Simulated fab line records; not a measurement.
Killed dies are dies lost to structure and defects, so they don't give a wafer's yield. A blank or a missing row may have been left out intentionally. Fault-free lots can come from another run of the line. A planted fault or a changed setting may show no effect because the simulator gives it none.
Split-lot study || flow n5-finfet || 21 wafers read from 7 lots, route of 1938 steps

## ABOUT THE SPLIT
At N5_WELL_APT_COAT_02 (resist thk 950 nm), the setting spin-rpm was moved away from the recipe's 1357 rpm on 9 of the 21 wafers read, by -10.4% to +10.5%. All remaining wafers had this setting at the recipe value.

The reading is taken at the split's own step.

## THE READING
coat_of_WELL_APT_COAT_02.thk-nm (the simulator's own value, which no gauge read), in nm, at N5_WELL_APT_COAT_02 (resist thk 950 nm). The file does not state a usual value for it. Across the 12 wafers here that went through the recipe, the average is 951.2 nm and the standard deviation 2.7 nm.

{"wafer": "L076.1", "tool, chamber at the split": "litho-track-05, 0", "spin-rpm as run, rpm": 1216, "against the recipe": "-10.4%", "coat_of_WELL_APT_COAT_02.thk-nm, nm": 1003, "against lot-mates on the recipe": "+55.5"}
{"wafer": "L076.4", "tool, chamber at the split": "litho-track-05, 0", "spin-rpm as run, rpm": 1216, "against the recipe": "-10.4%", "coat_of_WELL_APT_COAT_02.thk-nm, nm": 1003, "against lot-mates on the recipe": "+55.5"}
{"wafer": "L076.2", "tool, chamber at the split": "litho-track-05, 0", "spin-rpm as run, rpm": 1357, "against the recipe": "recipe", "coat_of_WELL_APT_COAT_02.thk-nm, nm": 947.5, "against lot-mates on the recipe": "-"}
{"wafer": "L078.2", "tool, chamber at the split": "litho-track-05, 0", "spin-rpm as run, rpm": 1357, "against the recipe": "recipe", "coat_of_WELL_APT_COAT_02.thk-nm, nm": 950.5, "against lot-mates on the recipe": "-"}
{"wafer": "L078.3", "tool, chamber at the split": "litho-track-05, 0", "spin-rpm as run, rpm": 1357, "against the recipe": "recipe", "coat_of_WELL_APT_COAT_02.thk-nm, nm": 948.9, "against lot-mates on the recipe": "-"}
{"wafer": "L078.5", "tool, chamber at the split": "litho-track-05, 0", "spin-rpm as run, rpm": 1357, "against the recipe": "recipe", "coat_of_WELL_APT_COAT_02.thk-nm, nm": 949.3, "against lot-mates on the recipe": "-"}
{"wafer": "L085.4", "tool, chamber at the split": "litho-track-01, 0", "spin-rpm as run, rpm": 1357, "against the recipe": "recipe", "coat_of_WELL_APT_COAT_02.thk-nm, nm": 955.6, "against lot-mates on the recipe": "-"}
{"wafer": "L085.5", "tool, chamber at the split": "litho-track-01, 0", "spin-rpm as run, rpm": 1500, "against the recipe": "+10.5%", "coat_of_WELL_APT_COAT_02.thk-nm, nm": 908.6, "against lot-mates on the recipe": -46.1}
{"wafer": "L085.6", "tool, chamber at the split": "litho-track-01, 0", "spin-rpm as run, rpm": 1357, "against the recipe": "recipe", "coat_of_WELL_APT_COAT_02.thk-nm, nm": 953.7, "against lot-mates on the recipe": "-"}
{"wafer": "L086.1", "tool, chamber at the split": "litho-track-01, 0", "spin-rpm as run, rpm": 1497, "against the recipe": "+10.3%", "coat_of_WELL_APT_COAT_02.thk-nm, nm": 904.1, "against lot-mates on the recipe": -47.3}
{"wafer": "L086.3", "tool, chamber at the split": "litho-track-01, 0", "spin-rpm as run, rpm": 1497, "against the recipe": "+10.3%", "coat_of_WELL_APT_COAT_02.thk-nm, nm": 905.7, "against lot-mates on the recipe": -45.7}
{"wafer": "L086.6", "tool, chamber at the split": "litho-track-01, 0", "spin-rpm as run, rpm": 1357, "against the recipe": "recipe", "coat_of_WELL_APT_COAT_02.thk-nm, nm": 951.4, "against lot-mates on the recipe": "-"}
{"wafer": "L092.1", "tool, chamber at the split": "litho-track-05, 0", "spin-rpm as run, rpm": 1357, "against the recipe": "recipe", "coat_of_WELL_APT_COAT_02.thk-nm, nm": 955.2, "against lot-mates on the recipe": "-"}
{"wafer": "L092.2", "tool, chamber at the split": "litho-track-05, 0", "spin-rpm as run, rpm": 1357, "against the recipe": "recipe", "coat_of_WELL_APT_COAT_02.thk-nm, nm": 951.9, "against lot-mates on the recipe": "-"}
{"wafer": "L092.5", "tool, chamber at the split": "litho-track-05, 0", "spin-rpm as run, rpm": 1357, "against the recipe": "recipe", "coat_of_WELL_APT_COAT_02.thk-nm, nm": 953.5, "against lot-mates on the recipe": "-"}
{"wafer": "L093.2", "tool, chamber at the split": "litho-track-05, 0", "spin-rpm as run, rpm": 1218, "against the recipe": "-10.2%", "coat_of_WELL_APT_COAT_02.thk-nm, nm": 1005, "against lot-mates on the recipe": "+55.9"}
{"wafer": "L093.4", "tool, chamber at the split": "litho-track-05, 0", "spin-rpm as run, rpm": 1218, "against the recipe": "-10.2%", "coat_of_WELL_APT_COAT_02.thk-nm, nm": 1006, "against lot-mates on the recipe": "+56.9"}
{"wafer": "L093.6", "tool, chamber at the split": "litho-track-05, 0", "spin-rpm as run, rpm": 1357, "against the recipe": "recipe", "coat_of_WELL_APT_COAT_02.thk-nm, nm": 949.1, "against lot-mates on the recipe": "-"}
{"wafer": "L096.2", "tool, chamber at the split": "litho-track-02, 0", "spin-rpm as run, rpm": 1449, "against the recipe": "+6.8%", "coat_of_WELL_APT_COAT_02.thk-nm, nm": 916.9, "against lot-mates on the recipe": -30.5}
{"wafer": "L096.3", "tool, chamber at the split": "litho-track-02, 0", "spin-rpm as run, rpm": 1449, "against the recipe": "+6.8%", "coat_of_WELL_APT_COAT_02.thk-nm, nm": 915.9, "against lot-mates on the recipe": -31.5}
{"wafer": "L096.4", "tool, chamber at the split": "litho-track-02, 0", "spin-rpm as run, rpm": 1357, "against the recipe": "recipe", "coat_of_WELL_APT_COAT_02.thk-nm, nm": 947.4, "against lot-mates on the recipe": "-"}

FIT RESULTS
A straight line over all 21 wafers: coat_of_WELL_APT_COAT_02.thk-nm changes by -4.83 nm for each +1% of spin-rpm; r = -0.99; the points scatter about the line by 3.4 nm.
The same after taking each lot's own level away (the mean of its wafers on the recipe; 21 wafers): -4.97 nm for each +1%; r = -1.00; scatter 2.6 nm.
That fit puts the effect of the largest move of spin-rpm on the reading at 52 nm.
Measured against the standard deviation above, the lots' own levels, which go from 947.40 to 954.65 nm, span 2.7 times it.
Hence the lot-to-lot level has little effect on the slope; both slopes agree.
Check: -51.4 nm against its lot-mates is what the line predicts for one of the wafers moved furthest among these (+10.5%) when that wafer is left out of the fit. Against them it came out at -46.1 nm.

## FILE'S OWN FIT
coat_of_WELL_APT_COAT_02.thk-nm changes by -4.9 nm for each +1% of spin-rpm, r = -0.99.
